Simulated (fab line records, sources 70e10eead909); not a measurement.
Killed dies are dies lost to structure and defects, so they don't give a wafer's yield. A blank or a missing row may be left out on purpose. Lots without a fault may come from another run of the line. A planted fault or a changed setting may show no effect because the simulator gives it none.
Which tool did it? | flow nand_harc | 7 lots, 21 wafers sampled, at 3 steps of a route of 1302

WHAT THE GAUGES READ, wafer by wafer
NHARC_P_M2_CD_MEAS_16.
lot  | measured     | on        | cd_nm (nm)
L293 | day 6 21:59  | cd_sem-03 | 170.0 171.0 170.4
L296 | day 8 14:17  | cd_sem-01 | 168.9 169.6 169.4
L299 | day 9 07:13  | cd_sem-02 | 169.8 169.9 170.1
L300 | day 10 01:34 | cd_sem-02 | 169.5 170.1 170.8
L305 | day 12 19:49 | cd_sem-03 | - - -
L309 | day 13 14:51 | cd_sem-03 | 171.1 170.8 169.8
L314 | day 15 11:01 | cd_sem-01 | 170.9 170.6 169.9

WHICH TOOL RAN EACH LOT (tool, then ch and the chambers of the sampled wafers, then the start)
lot  | NHARC_P_M1_CMP_23             | NHARC_P_M2_PEB_07
L293 | cmp-01 ch 1,2, day 6 19:26    | litho_track-01 ch 0, day 6 21:24
L296 | cmp-01 ch 1,2,3, day 8 11:59  | litho_track-04 ch 0, day 8 13:43
L299 | cmp-03 ch 2,3, day 9 04:50    | litho_track-01 ch 0, day 9 06:38
L300 | cmp-01 ch 0,1,3, day 9 23:14  | litho_track-01 ch 0, day 10 00:59
L305 | cmp-02 ch 0,1,3, day 12 17:22 | litho_track-06, day 12 19:14
L309 | cmp-03 ch 1,2,3, day 13 12:28 | litho_track-04 ch 0, day 13 14:08
L314 | cmp-01 ch 2,3, day 15 08:20   | litho_track-01 ch 0, day 15 09:58
- NHARC_P_M1_CMP_23: polishes, t overpolish 20 s, target thk 157.82 nm.
- NHARC_P_M2_PEB_07: peb time 65 s.

THE ANSWER, worked out from the rows above alone
Rule: what is usual is taken from the lots themselves. Put in order of their means at a reading, lots are off if they are a third of the lots or fewer, leave a main group of 4 or more, and stand apart from it by a gap of 3 or more times the standard deviation of the main group's means; of several such gaps the widest counts. A main group whose means are all the same, to the digits that the tables above print for the reading, isn't used. A lot without any number at a reading at which 4 lots or more have one is off too. The other lots that the step has rows for count as sound.
Off: L305, at NHARC_P_M2_CD_MEAS_16 (cd_nm). Without a number there: L305. The main group: mean 170.1 nm, standard deviation 0.44.
A tool fits if, at a process step before that reading, it ran every lot that is off, and no sound lot after the first of them. The gauges at NHARC_P_M2_CD_MEAS_16 are tried like those tools. Can't be told from this: 2 tools fit, cmp-02 at NHARC_P_M1_CMP_23, litho_track-06 at NHARC_P_M2_PEB_07.

WHAT THE SIMULATOR HAD PUT IN
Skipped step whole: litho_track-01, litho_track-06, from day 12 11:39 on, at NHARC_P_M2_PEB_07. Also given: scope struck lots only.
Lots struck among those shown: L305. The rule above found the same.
